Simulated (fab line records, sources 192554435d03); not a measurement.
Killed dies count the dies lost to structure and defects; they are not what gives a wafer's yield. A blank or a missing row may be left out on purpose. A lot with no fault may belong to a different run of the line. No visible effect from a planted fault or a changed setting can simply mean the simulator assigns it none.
What tool caused it? :: flow n5_finfet :: 8 lots, 24 wafers sampled, at 6 steps of a route of 1938

## WHAT THE GAUGES SHOWED, per wafer
N5_BEOL_M4_INSPECT_30: inspects for defects (brightfield). Usual: raw_defect_count reads 392 (standard deviation 89).
lot: L336
measured: day 8 00:57
on: defect_inspect-01
raw_defect_count: 448 324 262
flag: 

lot: L337
measured: day 8 12:51
on: defect_inspect-01
raw_defect_count: 321 311 303
flag: 

lot: L341
measured: day 9 04:26
on: defect_inspect-01
raw_defect_count: 534 447 502
flag: 

lot: L344
measured: day 10 11:06
on: defect_inspect-01
raw_defect_count: 284 374 257
flag: 

lot: L346
measured: day 10 17:09
on: defect_inspect-01
raw_defect_count: 471 481 472
flag: 

lot: L352
measured: day 12 06:31
on: defect_inspect-02
raw_defect_count: 430 505 359
flag: 

lot: L355
measured: day 13 18:50
on: defect_inspect-02
raw_defect_count: 302 421 446
flag: 

lot: L356
measured: day 13 19:16
on: defect_inspect-02
raw_defect_count: 370 320 280
flag: 

N5_BEOL_M4_RC_MEAS_101. Usual: DIBL_N 36.4 mV/V, standard deviation 1.2; DIBL_P 36.1 mV/V, standard deviation 1.6; IOFF_N 0.156 nA/um, standard deviation 0.024; IOFF_P 0.21 nA/um, standard deviation 0.031; ION_N 674 uA/um, standard deviation 11; ION_P 463 uA/um, standard deviation 6.9; SS_N 71.5 mV/dec, standard deviation 0.5; SS_P 73.2 mV/dec, standard deviation 0.55; VT_N 250.0 mV, standard deviation 2.9; VT_P -250 mV, standard deviation 3.6.
lot: L336
measured: day 8 06:26
on: prober-02
DIBL_N (mV/V): 35.5 35.4 37.9
DIBL_P (mV/V): 36.6 36.2 39.3
IOFF_N (nA/um): 0.160 0.146 0.207
IOFF_P (nA/um): 0.20 0.18 0.24
ION_N (uA/um): 675 661 679
ION_P (uA/um): 456 450 463
SS_N (mV/dec): 71.5 71.3 71.7
SS_P (mV/dec): 73.7 73.5 75.0
VT_N (mV): 248.2 250.2 244.5
VT_P (mV): -252 -257 -249
flag: 

lot: L337
measured: day 8 21:00
on: prober-02
DIBL_N (mV/V): 37.3 35.2 36.6
DIBL_P (mV/V): 39.6 37.1 38.4
IOFF_N (nA/um): 0.204 0.160 0.183
IOFF_P (nA/um): 0.26 0.22 0.24
ION_N (uA/um): 698 669 676
ION_P (uA/um): 473 459 461
SS_N (mV/dec): 72.3 71.4 71.8
SS_P (mV/dec): 73.9 73.7 73.5
VT_N (mV): 245.0 249.5 247.5
VT_P (mV): -250 -248 -250
flag: 

lot: L341
measured: day 9 11:13
on: prober-02
DIBL_N (mV/V): 38.4 37.3 37.4
DIBL_P (mV/V): 38.1 38.3 37.4
IOFF_N (nA/um): 0.182 0.173 0.163
IOFF_P (nA/um): 0.22 0.21 0.19
ION_N (uA/um): 684 677 683
ION_P (uA/um): 467 461 466
SS_N (mV/dec): 71.4 72.0 71.9
SS_P (mV/dec): 73.2 72.5 73.1
VT_N (mV): 248.8 247.9 249.7
VT_P (mV): -250 -248 -249
flag: 

lot: L344
measured: day 10 16:43
on: prober-02
DIBL_N (mV/V): 38.7 38.5 40.6
DIBL_P (mV/V): 38.0 38.2 41.5
IOFF_N (nA/um): 0.181 0.185 0.236
IOFF_P (nA/um): 0.25 0.25 0.31
ION_N (uA/um): 671 683 696
ION_P (uA/um): 464 468 477
SS_N (mV/dec): 72.1 72.3 72.6
SS_P (mV/dec): 73.0 73.4 73.8
VT_N (mV): 245.3 245.3 245.4
VT_P (mV): -246 -249 -242
flag: 

lot: L346
measured: day 11 02:11
on: prober-01
DIBL_N (mV/V): 37.0 37.7 36.5
DIBL_P (mV/V): 35.7 36.9 35.4
IOFF_N (nA/um): 0.143 0.156 0.135
IOFF_P (nA/um): 0.17 0.18 0.16
ION_N (uA/um): 665 684 667
ION_P (uA/um): 455 458 454
SS_N (mV/dec): 72.0 72.1 71.4
SS_P (mV/dec): 73.3 73.2 73.1
VT_N (mV): 250.7 249.1 252.3
VT_P (mV): -259 -258 -259
flag: 

lot: L352
measured: day 12 12:56
on: prober-01
DIBL_N (mV/V): 37.7 37.7 36.4
DIBL_P (mV/V): 36.7 37.1 34.8
IOFF_N (nA/um): 0.175 0.186 0.149
IOFF_P (nA/um): 0.25 0.26 0.22
ION_N (uA/um): 679 688 661
ION_P (uA/um): 467 470 463
SS_N (mV/dec): 71.8 71.7 71.0
SS_P (mV/dec): 73.3 74.1 73.3
VT_N (mV): 247.2 247.7 250.1
VT_P (mV): -247 -247 -248
flag: 

lot: L355
measured: day 14 02:38
on: prober-02
DIBL_N (mV/V): 37.1 36.2 36.1
DIBL_P (mV/V): 37.7 36.1 36.2
IOFF_N (nA/um): 0.179 0.154 0.154
IOFF_P (nA/um): 0.23 0.20 0.20
ION_N (uA/um): 668 657 670
ION_P (uA/um): 464 455 460
SS_N (mV/dec): 71.8 71.2 71.6
SS_P (mV/dec): 74.1 73.4 73.5
VT_N (mV): 247.6 252.0 250.1
VT_P (mV): -249 -253 -253
flag: 

lot: L356
measured: day 14 02:44
on: prober-01
DIBL_N (mV/V): 35.8 35.0 35.1
DIBL_P (mV/V): 35.8 34.4 34.8
IOFF_N (nA/um): 0.156 0.141 0.140
IOFF_P (nA/um): 0.19 0.17 0.17
ION_N (uA/um): 678 674 681
ION_P (uA/um): 464 452 464
SS_N (mV/dec): 71.4 72.0 71.5
SS_P (mV/dec): 73.8 73.3 72.8
VT_N (mV): 248.1 251.6 248.5
VT_P (mV): -253 -255 -254
flag: 

## WHAT TOOL EACH LOT RAN ON (gives the tool, then ch and the chambers of the sampled wafers, and finally the start)
lot: L336
N5_BEOL_M4_ETCH_63: rie_diel-02 ch 0,2,3, day 8 00:09
N5_BEOL_M4_HM_OPEN_17: rie_metal-01 ch 0,1, day 8 00:21
N5_BEOL_M4_COAT_68: litho_track-01 ch 0, day 8 00:35
N5_BEOL_M4_ETCH_69: rie_diel-03 ch 1,3, day 8 01:10

lot: L337
N5_BEOL_M4_ETCH_63: rie_diel-02 ch 1,2, day 8 11:38
N5_BEOL_M4_HM_OPEN_17: rie_metal-03 ch 0,1, day 8 11:51
N5_BEOL_M4_COAT_68: litho_track-01 ch 0, day 8 12:04
N5_BEOL_M4_ETCH_69: rie_diel-03 ch 2,3, day 8 12:56

lot: L341
N5_BEOL_M4_ETCH_63: rie_diel-03 ch 2,3, day 9 03:37
N5_BEOL_M4_HM_OPEN_17: rie_metal-03 ch 0,1, day 9 03:51
N5_BEOL_M4_COAT_68: litho_track-04 ch 0, day 9 04:04
N5_BEOL_M4_ETCH_69: rie_diel-01 ch 0,1,3, day 9 04:31

lot: L344
N5_BEOL_M4_ETCH_63: rie_diel-03 ch 0,1, day 10 10:19
N5_BEOL_M4_HM_OPEN_17: rie_metal-03 ch 0,1, day 10 10:32
N5_BEOL_M4_COAT_68: litho_track-01 ch 0, day 10 10:44
N5_BEOL_M4_ETCH_69: rie_diel-03 ch 1,2, day 10 11:12

lot: L346
N5_BEOL_M4_ETCH_63: rie_diel-01 ch 0,1,3, day 10 16:14
N5_BEOL_M4_HM_OPEN_17: rie_metal-02 ch 1, day 10 16:26
N5_BEOL_M4_COAT_68: litho_track-01 ch 0, day 10 16:39
N5_BEOL_M4_ETCH_69: rie_diel-03 ch 1,2, day 10 17:16

lot: L352
N5_BEOL_M4_ETCH_63: rie_diel-02 ch 0,2,3, day 12 05:44
N5_BEOL_M4_HM_OPEN_17: rie_metal-01 ch 0,1, day 12 05:56
N5_BEOL_M4_COAT_68: litho_track-05 ch 0, day 12 06:09
N5_BEOL_M4_ETCH_69: rie_diel-01 ch 1,2,3, day 12 06:36

lot: L355
N5_BEOL_M4_ETCH_63: rie_diel-02 ch 0,2,3, day 13 17:44
N5_BEOL_M4_HM_OPEN_17: rie_metal-03 ch 0,1, day 13 17:56
N5_BEOL_M4_COAT_68: litho_track-04 ch 0, day 13 18:18
N5_BEOL_M4_ETCH_69: rie_diel-02 ch 0,2,3, day 13 18:55

lot: L356
N5_BEOL_M4_ETCH_63: rie_diel-02 ch 1,2,3, day 13 18:20
N5_BEOL_M4_HM_OPEN_17: rie_metal-01 ch 0,1, day 13 18:32
N5_BEOL_M4_COAT_68: litho_track-04 ch 0, day 13 18:46
N5_BEOL_M4_ETCH_69: rie_diel-03 ch 0,3, day 13 19:23
- N5_BEOL_M4_ETCH_63: etches SiARC in CF4, target depth 15.6 nm, time 26 s.
- N5_BEOL_M4_HM_OPEN_17: chemistry Cl2/BCl3, target TiN, target depth 20 nm, overetch 6 nm.
- N5_BEOL_M4_COAT_68: time 60 s, resist thk 12 nm.
- N5_BEOL_M4_ETCH_69: etches SiARC in CF4, target depth 15.6 nm, time 26 s.

## AS READ BY THE TOOLS THEMSELVES (means over the sampled wafers that have a number; for cases with no such wafer, the mark the record gives instead)
N5_BEOL_M4_ETCH_63. Usual: drypump_motor_current_A 5.8 A, standard deviation 0.45; etch_rf_on_time_s 25.82 s, standard deviation 0.29; oes_product_au 0.69 a.u., standard deviation 0.078; rf_vpp_V 184.1 V, standard deviation 1.1; showerhead_plenum_p_Torr 2.15 Torr, standard deviation 0.067; throttle_valve_pct 15.45 %, standard deviation 0.24.
lot: L336
tool: rie_diel-02
drypump_motor_current_A (A): 5.7
etch_rf_on_time_s (s): 25.98
oes_product_au (a.u.): 0.73
rf_vpp_V (V): 184.3
showerhead_plenum_p_Torr (Torr): 2.17
throttle_valve_pct (%): 15.50
flag: 

lot: L337
tool: rie_diel-02
drypump_motor_current_A (A): 5.1
etch_rf_on_time_s (s): 25.99
oes_product_au (a.u.): 0.66
rf_vpp_V (V): 183.4
showerhead_plenum_p_Torr (Torr): 2.09
throttle_valve_pct (%): 15.63
flag: 

lot: L341
tool: rie_diel-03
drypump_motor_current_A (A): 6.3
etch_rf_on_time_s (s): 25.84
oes_product_au (a.u.): 0.60
rf_vpp_V (V): 183.5
showerhead_plenum_p_Torr (Torr): 2.08
throttle_valve_pct (%): 15.84
flag: 

lot: L344
tool: rie_diel-03
drypump_motor_current_A (A): 6.1
etch_rf_on_time_s (s): 26.06
oes_product_au (a.u.): 0.72
rf_vpp_V (V): 184.0
showerhead_plenum_p_Torr (Torr): 2.13
throttle_valve_pct (%): 15.28
flag: 

lot: L346
tool: rie_diel-01
drypump_motor_current_A (A): 6.1
etch_rf_on_time_s (s): 25.82
oes_product_au (a.u.): 0.74
rf_vpp_V (V): 184.3
showerhead_plenum_p_Torr (Torr): 2.17
throttle_valve_pct (%): 15.25
flag: 

lot: L352
tool: rie_diel-02
drypump_motor_current_A (A): 5.7
etch_rf_on_time_s (s): 25.64
oes_product_au (a.u.): 0.69
rf_vpp_V (V): 184.9
showerhead_plenum_p_Torr (Torr): 2.16
throttle_valve_pct (%): 15.58
flag: 

lot: L355
tool: rie_diel-02
drypump_motor_current_A (A): 5.6
etch_rf_on_time_s (s): 26.07
oes_product_au (a.u.): 0.68
rf_vpp_V (V): 184.3
showerhead_plenum_p_Torr (Torr): 2.15
throttle_valve_pct (%): 15.62
flag: 

lot: L356
tool: rie_diel-02
drypump_motor_current_A (A): 5.4
etch_rf_on_time_s (s): 25.88
oes_product_au (a.u.): 0.73
rf_vpp_V (V): 184.8
showerhead_plenum_p_Torr (Torr): 2.20
throttle_valve_pct (%): 15.56
flag: 

N5_BEOL_M4_HM_OPEN_17. Usual: drypump_motor_current_A 5.7 A, standard deviation 0.46; oes_product_au 0.66 a.u., standard deviation 0.082; throttle_valve_pct 22.24 %, standard deviation 0.17.
lot: L336
tool: rie_metal-01
drypump_motor_current_A (A): 5.8
oes_product_au (a.u.): 0.81
throttle_valve_pct (%): 22.30
flag: 

lot: L337
tool: rie_metal-03
drypump_motor_current_A (A): 5.6
oes_product_au (a.u.): 0.68
throttle_valve_pct (%): 22.09
flag: 

lot: L341
tool: rie_metal-03
drypump_motor_current_A (A): 5.6
oes_product_au (a.u.): 0.70
throttle_valve_pct (%): 22.20
flag: 

lot: L344
tool: rie_metal-03
drypump_motor_current_A (A): 5.6
oes_product_au (a.u.): 0.69
throttle_valve_pct (%): 22.21
flag: 

lot: L346
tool: rie_metal-02
drypump_motor_current_A (A): 6.2
oes_product_au (a.u.): 0.55
throttle_valve_pct (%): 22.41
flag: 

lot: L352
tool: rie_metal-01
drypump_motor_current_A (A): 6.0
oes_product_au (a.u.): 0.71
throttle_valve_pct (%): 22.36
flag: 

lot: L355
tool: rie_metal-03
drypump_motor_current_A (A): 5.6
oes_product_au (a.u.): 0.66
throttle_valve_pct (%): 22.23
flag: 

lot: L356
tool: rie_metal-01
drypump_motor_current_A (A): 5.7
oes_product_au (a.u.): 0.72
throttle_valve_pct (%): 22.34
flag: 

N5_BEOL_M4_COAT_68. Usual: spin_speed_rpm reads 1500.0 rpm (standard deviation 0.96).
lot: L336
tool: litho_track-01
spin_speed_rpm (rpm): 1500.3
flag: 

lot: L337
tool: litho_track-01
spin_speed_rpm (rpm): 1500.0
flag: 

lot: L341
tool: litho_track-04
spin_speed_rpm (rpm): 1499.1
flag: 

lot: L344
tool: litho_track-01
spin_speed_rpm (rpm): 1685.5
flag: OFF

lot: L346
tool: litho_track-01
spin_speed_rpm (rpm): 1684.7
flag: OFF

lot: L352
tool: litho_track-05
spin_speed_rpm (rpm): 1499.1
flag: 

lot: L355
tool: litho_track-04
spin_speed_rpm (rpm): 1499.2
flag: 

lot: L356
tool: litho_track-04
spin_speed_rpm (rpm): 1500.3
flag: 

N5_BEOL_M4_ETCH_69. Usual: drypump_motor_current_A 5.9 A, standard deviation 0.44; etch_rf_on_time_s 25.81 s, standard deviation 0.29; oes_product_au 0.69 a.u., standard deviation 0.081; rf_vpp_V 184.0 V, standard deviation 1.1; showerhead_plenum_p_Torr 2.13 Torr, standard deviation 0.067; throttle_valve_pct 15.44 %, standard deviation 0.24.
lot: L336
tool: rie_diel-03
drypump_motor_current_A (A): 6.0
etch_rf_on_time_s (s): 25.83
oes_product_au (a.u.): 0.61
rf_vpp_V (V): 185.0
showerhead_plenum_p_Torr (Torr): 2.18
throttle_valve_pct (%): 15.70
flag: 

lot: L337
tool: rie_diel-03
drypump_motor_current_A (A): 6.4
etch_rf_on_time_s (s): 25.83
oes_product_au (a.u.): 0.61
rf_vpp_V (V): 183.3
showerhead_plenum_p_Torr (Torr): 2.06
throttle_valve_pct (%): 15.68
flag: 

lot: L341
tool: rie_diel-01
drypump_motor_current_A (A): 6.1
etch_rf_on_time_s (s): 25.80
oes_product_au (a.u.): 0.76
rf_vpp_V (V): 184.9
showerhead_plenum_p_Torr (Torr): 2.18
throttle_valve_pct (%): 15.21
flag: 

lot: L344
tool: rie_diel-03
drypump_motor_current_A (A): 6.0
etch_rf_on_time_s (s): 24.51
oes_product_au (a.u.): 0.60
rf_vpp_V (V): 183.2
showerhead_plenum_p_Torr (Torr): 2.14
throttle_valve_pct (%): 15.61
flag: OFF

lot: L346
tool: rie_diel-03
drypump_motor_current_A (A): 6.2
etch_rf_on_time_s (s): 24.31
oes_product_au (a.u.): 0.60
rf_vpp_V (V): 183.6
showerhead_plenum_p_Torr (Torr): 2.09
throttle_valve_pct (%): 15.60
flag: OFF

lot: L352
tool: rie_diel-01
drypump_motor_current_A (A): 5.9
etch_rf_on_time_s (s): 25.82
oes_product_au (a.u.): 0.68
rf_vpp_V (V): 184.6
showerhead_plenum_p_Torr (Torr): 2.15
throttle_valve_pct (%): 15.38
flag: 

lot: L355
tool: rie_diel-02
drypump_motor_current_A (A): 5.6
etch_rf_on_time_s (s): 25.99
oes_product_au (a.u.): 0.68
rf_vpp_V (V): 184.9
showerhead_plenum_p_Torr (Torr): 2.15
throttle_valve_pct (%): 15.60
flag: 

lot: L356
tool: rie_diel-03
drypump_motor_current_A (A): 6.3
etch_rf_on_time_s (s): 26.03
oes_product_au (a.u.): 0.75
rf_vpp_V (V): 182.8
showerhead_plenum_p_Torr (Torr): 2.10
throttle_valve_pct (%): 15.39
flag: 

## THE ANSWER, worked out from the rows above alone
Rule: a lot counts as off when the mean over its wafers that have a number is more than 3 standard deviations away from the usual mean. A lot without any number at a reading at which 4 lots or more have one is off too. All remaining lots with rows at the step are treated as sound. The gauges are gone through in route order, then the tools' own readings, and for those a lot's mean is taken as printed above. The first step at which some lot is off is used, and at that step the reading that is off furthest; a lot without a number counts as furthest.
Off at N5_BEOL_M4_COAT_68 (spin_speed_rpm): L344, L346.
A tool fits if, at that step or a process step before it, it ran every lot that is off, and no sound lot after the first of them. One fits: N5_BEOL_M4_COAT_68 on litho_track-01. Its last sound lot is L337 (day 8 12:04), its first lot that is off L344 (day 10 10:44): a fault that began between those two fits.
On the lots that are off, the tool's own readings at N5_BEOL_M4_COAT_68 differ by more than 5 times the standard deviation of the sound lots' means, which bears it out; spin_speed_rpm reads 1685.1 rpm there versus 1499.7 rpm on the sound lots.

## WHAT HAD BEEN PUT IN BY THE SIMULATOR
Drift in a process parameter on litho_track-01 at N5_BEOL_M4_COAT_68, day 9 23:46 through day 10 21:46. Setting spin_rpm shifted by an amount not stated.
Struck lots among those shown: L344, L346. Same finding as the rule above.
